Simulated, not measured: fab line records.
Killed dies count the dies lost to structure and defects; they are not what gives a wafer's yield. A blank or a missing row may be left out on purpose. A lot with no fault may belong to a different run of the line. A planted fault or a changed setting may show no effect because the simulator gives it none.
fab line records	flow n5-finfet
[record] lots = 7	wafers = 21
route steps=1938 shown ZERO_LAYER@4 FIN_SAQP@100 DUMMY_GATE@224 SPACER0@259 SD_EPI_N@268 ILD0@338
start-h: hours from the record's first day to the start of the lot's first wafer shown	wait-h: hours since the lot's step before	" the same as in the row above	L1.1+2: one row covering several wafers at once	- value missing, or start not given	* or withheld: withheld	< > ~ a bound
route shown NAME@n: names a module that has steps shown in the file, with the first one's number in the route	usual: the fault-free wafers' mean and standard deviation	same: alike in all rows	chamber/n: place in a boat	sites: readings site by site	_std_site: standard deviation across them	_edge_site: mean of outer sites minus mean of inner sites	radius-mm: how far each site lies from the wafer's centre	mask NAME#n: copy n	behind: the most recent tool/chamber to have shaped the wafer	hold: reason for holding the lot/hours on hold/outcome of the hold	device: transistor that didn't switch, given as n, p or np	end of line: tests of these same wafers at the route's end	a step without rows: its recipe alone	killed: count of dies lost to structure and defects at first sort (not the wafer's yield)	map: shows each die of a wafer: x if killed, . if not, _ if none is there
set.NAME: the setting the step ran with; set.NAME@STEP: the setting that earlier step ran with	model.NAME: the simulator's own value behind a step, which no gauge read
lots with deliberately changed settings; one table per step, one row per wafer
[[steps]]
[step N5_ZERO_LAYER_PECVD_02]
[recipe] material = SiO2	target-thk-a = 100	temp-c = 400	precursor = SiH4/N2O	pressure-torr = 0.75	rf-w = 275	time-s = 6
lot.wafer	tool	chamber	start-h	wait-h	set.time-s	model.SiO2_of_ZERO_LAYER_PECVD_02.thk-nm
L075.3	pecvd-01	0	18.28	0.0	6	9.54
L075.5	"	0	"	"	6	9.657
L075.6	"	1	"	"	6	9.75
L080.1	pecvd-04	1	48.47	0.0	6	10
L080.2	"	0	"	"	6	10.2
L080.4	"	1	"	"	6	10.37
L081.1	pecvd-03	2	54.47	0.0	6	9.59
L081.4	"	1	"	"	5.128	8.468
L081.6	"	2	"	"	5.128	8.469
L087.1	pecvd-03	2	90.28	0.0	6.418	10.59
L087.3	"	0	"	"	6	9.965
L087.4	"	0	"	"	6.418	10.79
L089.2	pecvd-04	2	102.29	0.0	6	10.18
L089.4	"	0	"	"	5.443	9.256
L089.5	"	2	"	"	6	10.31
L090.1	pecvd-04	1	108.28	0.0	6	9.758
L090.2	"	2	"	"	6	10.04
L090.5	"	1	"	"	6	9.975
L094.1	pecvd-04	0	132.28	0.0	5.709	9.741
L094.5	"	1	"	"	5.709	9.758
L094.6	"	2	"	"	6	10.44
[step N5_ZERO_LAYER_COAT_05]
[recipe] spin-rpm = 1500	resist-thk-nm = 1000
lot.wafer	tool	chamber	start-h	wait-h	set.spin-rpm	model.coat_of_ZERO_LAYER_COAT_05.thk-nm
L075.3	litho-track-05	0	-	-	1500	1003
L075.5	"	0	"	"	1500	1002
L075.6	"	0	"	"	1500	1005
L080.1	litho-track-03	0	-	-	1554	982.1
L080.2	"	0	"	"	1554	979.8
L080.4	"	0	"	"	1500	1003
L081.1	litho-track-05	0	-	-	1500	1001
L081.4	"	0	"	"	1546	984.2
L081.6	"	0	"	"	1546	989.6
L087.1	litho-track-05	0	-	-	1500	1002
L087.3	"	0	"	"	1500	1003
L087.4	"	0	"	"	1500	1004
L089.2	litho-track-03	0	-	-	1500	1003
L089.4	"	0	"	"	1339	1062
L089.5	"	0	"	"	1339	1064
L090.1	litho-track-05	0	-	-	1589	974.6
L090.2	"	0	"	"	1500	1002
L090.5	"	0	"	"	1589	971.7
L094.1	litho-track-04	0	-	-	1500	999.6
L094.5	"	0	"	"	1500	996.7
L094.6	"	0	"	"	1379	1041
[step N5_ZERO_LAYER_EBR_07]
[recipe] solvent = PGMEA	ebr-width-mm = 1.5
[step N5_ZERO_LAYER_SOFTBAKE_06]
[recipe] temp-c = 100	time-s = 90
[step N5_ZERO_LAYER_DESCUM_16]
[recipe] chemistry = O2	time-s = 7.9	source-power-w = 50	bias-power-w = 20	pressure-mtorr = 20	rf-frequency-hz = 2.712e+07	temp-c = 40	o2-flow-sccm = 225
[step N5_ZERO_LAYER_ETCH_17]
[recipe] chemistry = CF4	target = SiO2	target-depth-a = 120	time-s = 13.3	ion-energy-ev = 350	pressure-mtorr = 40	source-w = 450	bias-w = 215	Ar_flow_sccm = 100	cf4-flow-sccm = 100
lot.wafer	tool	chamber	start-h	wait-h	set.spin-rpm@ZERO_LAYER_COAT_05	model.coat_of_ZERO_LAYER_COAT_05.thk-nm
L075.3	rie-diel-01	1	18.71	0.0	1500	973.6
L075.5	"	0	"	"	1500	973.3
L075.6	"	1	"	"	1500	975.4
L080.1	rie-diel-03	0	48.90	0.0	1554	952.2
L080.2	"	1	"	"	1554	950.6
L080.4	"	2	"	"	1500	973.9
L081.1	rie-diel-01	2	54.90	0.0	1500	971.7
L081.4	"	1	"	"	1546	954.8
L081.6	"	0	"	"	1546	960.9
L087.1	rie-diel-01	3	90.84	0.0	1500	971.1
L087.3	"	1	"	"	1500	973.7
L087.4	"	0	"	"	1500	975.6
L089.2	rie-diel-04	0	102.85	0.0	1500	973.4
L089.4	"	2	"	"	1339	1032
L089.5	"	0	"	"	1339	1034
L090.1	rie-diel-03	0	108.80	0.0	1589	944.9
L090.2	"	3	"	"	1500	971.8
L090.5	"	1	"	"	1589	942.5
L094.1	rie-diel-03	2	132.72	0.0	1500	970.3
L094.5	"	1	"	"	1500	967.5
L094.6	"	0	"	"	1379	1011
[step N5_ZERO_LAYER_ETCH_18]
[recipe] chemistry = HBr/Cl2	target = Si	target-depth-a = 1200	time-s = 40	pressure-mtorr = 10	icp-w = 800	bias-w = 75	HBr_flow_sccm = 150	Cl2_flow_sccm = 80
[step N5_ZERO_LAYER_STRIP_24]
[recipe] chemistry = O2	power-w = 1000	temp-c = 250	overash-fraction = 0.3	pressure-mtorr = 1000	o2-flow-sccm = 6750
[usual] strip-time-to-endpoint-s = 43.90/0.085
lot.wafer	tool	chamber	start-h	wait-h	set.spin-rpm@ZERO_LAYER_COAT_05	strip-time-to-endpoint-s
L075.3	plasma-asher-02	1	18.91	0.1	1500	43.94
L075.5	"	0	"	"	1500	43.94
L075.6	"	1	"	"	1500	44.03
L080.1	plasma-asher-02	1	49.08	0.1	1554	43.31
L080.2	"	0	"	"	1554	43.28
L080.4	"	1	"	"	1500	43.94
L081.1	plasma-asher-02	0	55.08	0.1	1500	43.86
L081.4	"	1	"	"	1546	43.37
L081.6	"	1	"	"	1546	43.57
L087.1	plasma-asher-01	0	91.02	0.1	1500	43.88
L087.3	"	0	"	"	1500	43.96
L087.4	"	1	"	"	1500	44.01
L089.2	plasma-asher-02	1	103.02	0.1	1500	43.89
L089.4	"	1	"	"	1339	45.67
L089.5	"	1	"	"	1339	45.72
L090.1	plasma-asher-01	0	108.98	0.1	1589	43.07
L090.2	"	1	"	"	1500	43.87
L090.5	"	1	"	"	1589	42.99
L094.1	plasma-asher-02	1	132.89	0.1	1500	43.85
L094.5	"	1	"	"	1500	43.76
L094.6	"	0	"	"	1379	45.07
[step N5_FIN_SAQP_PECVD_06]
[recipe] material = a-Si	target-thk-a = 600	temp-c = 400	precursor = SiH4/He	pressure-torr = 3	rf-w = 100	time-s = 48.1
lot.wafer	tool	chamber	start-h	wait-h	set.time-s	model.a-Si_of_FIN_SAQP_PECVD_06.thk-nm
L075.3	pecvd-02	2	27.20	0.0	48.1	59.91
L075.5	"	2	"	"	48.1	61.16
L075.6	"	1	"	"	48.1	60.51
L080.1	pecvd-02	0	57.48	0.0	48.1	59.23
L080.2	"	1	"	"	54.61	67.58
L080.4	"	2	"	"	54.61	69.23
L081.1	pecvd-04	1	63.20	0.0	52.93	65.56
L081.4	"	2	"	"	48.1	59.43
L081.6	"	0	"	"	52.93	65.87
L087.1	pecvd-02	0	99.80	0.0	52.49	65.07
L087.3	"	1	"	"	48.1	59.43
L087.4	"	0	"	"	48.1	60.27
L089.2	pecvd-01	0	110.87	0.0	45.6	56.49
L089.4	"	2	"	"	48.1	61.46
L089.5	"	1	"	"	48.1	60.04
L090.1	pecvd-01	2	117.17	0.0	44.76	55.39
L090.2	"	1	"	"	44.76	55.07
L090.5	"	0	"	"	48.1	60.07
L094.1	pecvd-04	2	141.12	0.0	48.1	58.49
L094.5	"	0	"	"	48.1	60.6
L094.6	"	2	"	"	48.1	59.61
[step N5_FIN_SAQP_THK_MEAS_07]
[usual] thk-nm = 60.0/0.74
lot.wafer	tool	chamber	start-h	wait-h	set.time-s@FIN_SAQP_PECVD_06	thk-nm
L075.3	film-metro-02	-	27.29	0.1	48.1	60.0
L075.5	"	-	"	"	48.1	61.2
L075.6	"	-	"	"	48.1	60.5
L080.1	film-metro-02	-	57.57	0.1	48.1	59.2
L080.2	"	-	"	"	54.61	67.6
L080.4	"	-	"	"	54.61	69.3
L081.1	film-metro-02	-	63.30	0.1	52.93	65.6
L081.4	"	-	"	"	48.1	59.4
L081.6	"	-	"	"	52.93	65.8
L087.1	film-metro-02	-	99.89	0.1	52.49	65.1
L087.3	"	-	"	"	48.1	59.5
L087.4	"	-	"	"	48.1	60.3
L089.2	film-metro-01	-	110.96	0.1	45.6	56.5
L089.4	"	-	"	"	48.1	61.5
L089.5	"	-	"	"	48.1	60.1
L090.1	film-metro-02	-	117.26	0.1	44.76	55.3
L090.2	"	-	"	"	44.76	55.1
L090.5	"	-	"	"	48.1	60.0
L094.1	film-metro-02	-	141.20	0.1	48.1	58.5
L094.5	"	-	"	"	48.1	60.6
L094.6	"	-	"	"	48.1	59.6
[step N5_DUMMY_GATE_COAT_28]
[recipe] resist = underlayer	temp-c = 205	time-s = 60	spin-rpm = 1500	resist-thk-nm = 10
lot.wafer	tool	chamber	start-h	wait-h	set.spin-rpm	model.underlayer_of_DUMMY_GATE_COAT_28.thk-nm
L075.3+5+6	litho-track-04	0	-	-	1500	10
L080.1	litho-track-03	0	-	-	1434	10.2
L080.2+4	"	0	"	"	1500	10
L081.1+4+6	litho-track-05	0	-	-	1500	10
L087.1+3+4	litho-track-04	0	-	-	1500	10
L089.2+4	litho-track-03	0	-	-	1366	10.6
L089.5	"	0	"	"	1500	10
L090.1+2+5	litho-track-04	0	-	-	1500	10
L094.1	litho-track-03	0	-	-	1648	9.6
L094.5+6	"	0	"	"	1500	10
[step N5_SPACER0_ALD_00]
[recipe] material = SiOCN	target-thk-a = 35	temp-c = 400	ald-precursor-family = alkyl-aminosilane	ald-co-reactant = O2/N2-plasma	pulse-time-s = 3	purge-time-s = 2	co-reactant-purge-time-s = 2	ald-cycles = 58	pressure-torr = 2
lot.wafer	tool	chamber	start-h	wait-h	set.ald-cycles	model.SiOCN_of_SPACER0_ALD_00.thk-nm
L075.3	ald-sin-04	3	54.80	0.1	58	3.4
L075.5+6	"	2,3	"	"	58	3.6
L080.1+2	ald-sin-04	3,0	84.13	0.1	65	4
L080.4	"	1	"	"	58	3.6
L081.1	ald-sin-01	2	89.98	0.1	58	3.4
L081.4+6	"	0,3	"	"	66	4
L087.1+3	ald-sin-01	0,1	127.32	0.1	61	3.6
L087.4	"	2	"	"	58	3.4
L089.2+5	ald-sin-03	1,0	136.28	0.1	58	3.4
L089.4	"	0	"	"	58	3.6
L090.1+5	ald-sin-01	0,3	146.89	0.1	58	3.6
L090.2	"	2	"	"	58	3.4
L094.1	ald-sin-01	3	166.36	0.1	58	3.6
L094.5	"	0	"	"	58	3.4
L094.6	"	1	"	"	54	3.2
[step N5_SD_EPI_N_PEB_07]
[recipe] peb-temp-c = 110	peb-time-s = 60	resist = CAR-ArF-block
lot.wafer	tool	chamber	start-h	wait-h	set.peb-temp-c
L075.3+5+6	litho-track-02	0	55.55	0.0	110
L080.1+4	litho-track-01	0	84.88	0.1	113.4
L080.2	"	0	"	"	110
L081.1+4	litho-track-01	0	90.60	0.1	109.1
L081.6	"	0	"	"	110
L087.1+4	litho-track-01	0	128.07	0.1	110
L087.3	"	0	"	"	111.8
L089.2	litho-track-02	0	137.04	0.0	110
L089.4+5	"	0	"	"	112.3
L090.1+2+5	litho-track-02	0	147.51	0.1	110
L094.1+5+6	litho-track-01	0	167.11	0.1	110
[step N5_SD_EPI_N_DEVELOP_08]
[recipe] develop-time-s = 30	developer = TMAH	resist = CAR-ArF-block	dev-temp-c = 23	rinse-liquid = diw	dry = air-spin
[step N5_SD_EPI_N_CD_MEAS_09]
[recipe] target-cd-nm = 120	landing-energy-ev = 500	detector = se-inlens
[usual] cd-nm = 120.0/0.63
lot.wafer	tool	chamber	start-h	wait-h	set.peb-temp-c@SD_EPI_N_PEB_07	cd-nm
L075.3	cd-sem-01	0	55.61	-	110	120.5
L075.5	"	0	"	"	110	119.9
L075.6	"	0	"	"	110	120.8
L080.1	cd-sem-01	0	84.94	-	113.4	127.8
L080.2	"	0	"	"	110	119.1
L080.4	"	0	"	"	113.4	127.5
L081.1	cd-sem-03	0	90.67	-	109.1	117.8
L081.4	"	0	"	"	109.1	117.7
L081.6	"	0	"	"	110	119.8
L087.1	cd-sem-03	0	128.13	-	110	120.4
L087.3	"	0	"	"	111.8	123.7
L087.4	"	0	"	"	110	120.4
L089.2	cd-sem-03	0	137.10	-	110	119.8
L089.4	"	0	"	"	112.3	125.9
L089.5	"	0	"	"	112.3	125.6
L090.1	cd-sem-02	0	147.58	-	110	120.3
L090.2	"	0	"	"	110	120.4
L090.5	"	0	"	"	110	119.1
L094.1	cd-sem-01	0	167.18	-	110	120.2
L094.5	"	0	"	"	110	121.5
L094.6	"	0	"	"	110	121.0
[step N5_SD_EPI_N_DESCUM_14]
[recipe] chemistry = O2	time-s = 7.9	source-power-w = 50	bias-power-w = 20	pressure-mtorr = 20	rf-frequency-hz = 2.712e+07	temp-c = 40	resist = CAR-ArF-block	o2-flow-sccm = 225
lot.wafer	tool	chamber	start-h	wait-h	set.peb-temp-c@SD_EPI_N_PEB_07	model.SD_EPI_N.cd-nm
L075.3	rie-diel-06	2	55.72	0.0	110	120.8
L075.5	"	1	"	"	110	119.8
L075.6	"	2	"	"	110	121.2
L080.1+4	rie-diel-06	1,0	85.03	0.0	113.4	127.4
L080.2	"	3	"	"	110	118.6
L081.1	rie-diel-06	2	90.76	0.0	109.1	118
L081.4	"	0	"	"	109.1	117.2
L081.6	"	2	"	"	110	120.2
L087.1+4	rie-diel-02	0,2	128.27	0.1	110	120.6
L087.3	"	1	"	"	111.8	123.4
L089.2	rie-diel-05	3	137.19	0.0	110	119.8
L089.4	"	1	"	"	112.3	125.8
L089.5	"	1	"	"	112.3	125.4
L090.1	rie-diel-02	2	147.67	0.0	110	120.2
L090.2	"	0	"	"	110	120.4
L090.5	"	2	"	"	110	119.2
L094.1	rie-diel-06	1	167.32	0.1	110	119.8
L094.5	"	2	"	"	110	121.4
L094.6	"	3	"	"	110	120.8
[step N5_SD_EPI_N_ETCH_34]
[recipe] chemistry = CF4	target = SiARC	target-depth-a = 455	mask-material = CAR-ArF-block	time-s = 75.8	ion-energy-ev = 80	pressure-mtorr = 40	source-w = 545	bias-w = 36	Ar_flow_sccm = 100	cf4-flow-sccm = 100	ends = cleared
lot.wafer	tool	chamber	start-h	wait-h	set.peb-temp-c@SD_EPI_N_PEB_07	model.SD_EPI_N.cd-nm
L075.3	rie-diel-06	2	55.75	0.0	110	120.8
L075.5	"	1	"	"	110	119.8
L075.6	"	2	"	"	110	121.2
L080.1	rie-diel-06	1	85.07	0.0	113.4	127.2
L080.2	"	3	"	"	110	118.6
L080.4	"	0	"	"	113.4	127.4
L081.1	rie-diel-06	2	90.79	0.0	109.1	118
L081.4	"	0	"	"	109.1	117.4
L081.6	"	2	"	"	110	120.2
L087.1+4	rie-diel-02	0,2	128.30	0.0	110	120.8
L087.3	"	1	"	"	111.8	123.2
L089.2	rie-diel-05	3	137.23	0.0	110	120.4
L089.4	"	1	"	"	112.3	125.8
L089.5	"	1	"	"	112.3	125.2
L090.1+2	rie-diel-02	2,0	147.70	0.0	110	120.4
L090.5	"	2	"	"	110	119.4
L094.1	rie-diel-06	1	167.36	0.0	110	120
L094.5	"	2	"	"	110	121.6
L094.6	"	3	"	"	110	120.8
[step N5_SD_EPI_N_ETCH_35]
[recipe] chemistry = N2/H2	target = SOC	overetch-a = 1080	mask-material = SiARC	temp-c = 40	ion-energy-ev = 100	source-w = 3000	bias-w = 133	pressure-mtorr = 20	time-s = 486	n2-flow-sccm = 200	h2-flow-sccm = 200
lot.wafer	tool	chamber	start-h	wait-h	set.peb-temp-c@SD_EPI_N_PEB_07	model.SD_EPI_N.cd-nm
L075.3	rie-diel-06	2	55.81	0.0	110	119.8
L075.5	"	1	"	"	110	120
L075.6	"	2	"	"	110	120.6
L080.1+4	rie-diel-06	1,0	85.12	0.0	113.4	128.6
L080.2	"	3	"	"	110	119.2
L081.1	rie-diel-06	2	90.85	0.0	109.1	117
L081.4	"	0	"	"	109.1	117.4
L081.6	"	2	"	"	110	118.6
L087.1	rie-diel-02	0	128.36	0.0	110	119.8
L087.3	"	1	"	"	111.8	121.8
L087.4	"	2	"	"	110	120.4
L089.2	rie-diel-05	3	137.28	0.0	110	120.8
L089.4	"	1	"	"	112.3	125.4
L089.5	"	1	"	"	112.3	124.6
L090.1	rie-diel-02	2	147.76	0.0	110	119.6
L090.2	"	0	"	"	110	118.8
L090.5	"	2	"	"	110	118.4
L094.1	rie-diel-06	1	167.41	0.0	110	120.4
L094.5	"	2	"	"	110	122.8
L094.6	"	3	"	"	110	120.6
[step N5_ILD0_CMP_03]
[recipe] stop-on = SiNx	t-overpolish-s = 1.9	post-cmp-clean = alkaline-brush	down-force-psi = 4.1491	platen-rpm = 51.796	pad-velocity-m-s = 1.0306	target-thk-nm = 197.38
[usual] time-to-endpoint-s = 71/3.7
lot.wafer	tool	chamber	start-h	wait-h	set.down-force-psi	time-to-endpoint-s
L075.3	cmp-02	2	69.67	0.1	4.1491	70
L075.6	"	1	"	"	4.1491	66
L075.5	"	2	"	"	4.1491	70
L080.4	cmp-04	1	98.34	0.0	4.1491	71
L080.1	"	2	"	"	3.245	93
L080.2	"	3	"	"	4.1491	73
L081.4	cmp-03	3	105.52	0.1	4.1491	69
L081.1	"	1	"	"	4.1491	81
L081.6	"	3	"	"	3.911	75
L087.1	cmp-04	0	140.92	0.1	4.683	67
L087.3	"	1	"	"	4.1491	67
L087.4	"	2	"	"	4.683	62
L089.4	cmp-03	3	149.57	0.1	4.1491	70
L089.2	"	0	"	"	3.276	91
L089.5	"	2	"	"	3.276	95
L090.2	cmp-03	1	159.26	0.0	3.62	82
L090.1	"	3	"	"	4.1491	69
L090.5	"	1	"	"	4.1491	74
L094.1	cmp-03	0	178.68	0.1	3.605	83
L094.6	"	3	"	"	3.605	85
L094.5	"	0	"	"	4.1491	74
[[key]]
[split] step = N5_ZERO_LAYER_PECVD_02	setting = time-s	stated = 6	by = wafer
[response] step = N5_ZERO_LAYER_PECVD_02	reading = model.SiO2_of_ZERO_LAYER_PECVD_02.thk-nm	change = +0.0915	per = 1%	r = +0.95
[split] step = N5_ZERO_LAYER_COAT_05	setting = spin-rpm	stated = 1500	by = wafer
[response] step = N5_ZERO_LAYER_COAT_05	reading = model.coat_of_ZERO_LAYER_COAT_05.thk-nm	change = -5.4	per = 1%	r = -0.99
[response] step = N5_ZERO_LAYER_ETCH_17	reading = model.coat_of_ZERO_LAYER_COAT_05.thk-nm	change = -5.35	per = 1%	r = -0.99
[response] step = N5_ZERO_LAYER_STRIP_24	reading = strip-time-to-endpoint-s	change = *	per = 1%	r = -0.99
[split] step = N5_FIN_SAQP_PECVD_06	setting = time-s	stated = 48.1	by = wafer
[response] step = N5_FIN_SAQP_PECVD_06	reading = model.a-Si_of_FIN_SAQP_PECVD_06.thk-nm	change = +0.657	per = 1%	r = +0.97
[response] step = N5_FIN_SAQP_THK_MEAS_07	reading = thk-nm	change = *	per = 1%	r = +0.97
[split] step = N5_DUMMY_GATE_COAT_28	setting = spin-rpm	stated = 1500	by = wafer
[response] step = N5_DUMMY_GATE_COAT_28	reading = model.underlayer_of_DUMMY_GATE_COAT_28.thk-nm	change = -0.0518	per = 1%	r = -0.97
[split] step = N5_SPACER0_ALD_00	setting = ald-cycles	stated = 58	by = wafer
[response] step = N5_SPACER0_ALD_00	reading = model.SiOCN_of_SPACER0_ALD_00.thk-nm	change = +0.0395	per = 1%	r = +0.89
[split] step = N5_SD_EPI_N_PEB_07	setting = peb-temp-c	stated = 110	by = wafer
[response] step = N5_SD_EPI_N_CD_MEAS_09	reading = cd-nm	change = +2.67	per = 1%	r = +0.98
[response] step = N5_SD_EPI_N_DESCUM_14	reading = model.SD_EPI_N.cd-nm	change = +2.67	per = 1%	r = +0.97
[response] step = N5_SD_EPI_N_ETCH_34	reading = model.SD_EPI_N.cd-nm	change = +2.52	per = 1%	r = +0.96
[response] step = N5_SD_EPI_N_ETCH_35	reading = model.SD_EPI_N.cd-nm	change = +2.42	per = 1%	r = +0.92
[split] step = N5_ILD0_CMP_03	setting = down-force-psi	stated = 4.1491	by = wafer
[response] step = N5_ILD0_CMP_03	reading = time-to-endpoint-s	change = *	per = 1%	r = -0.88
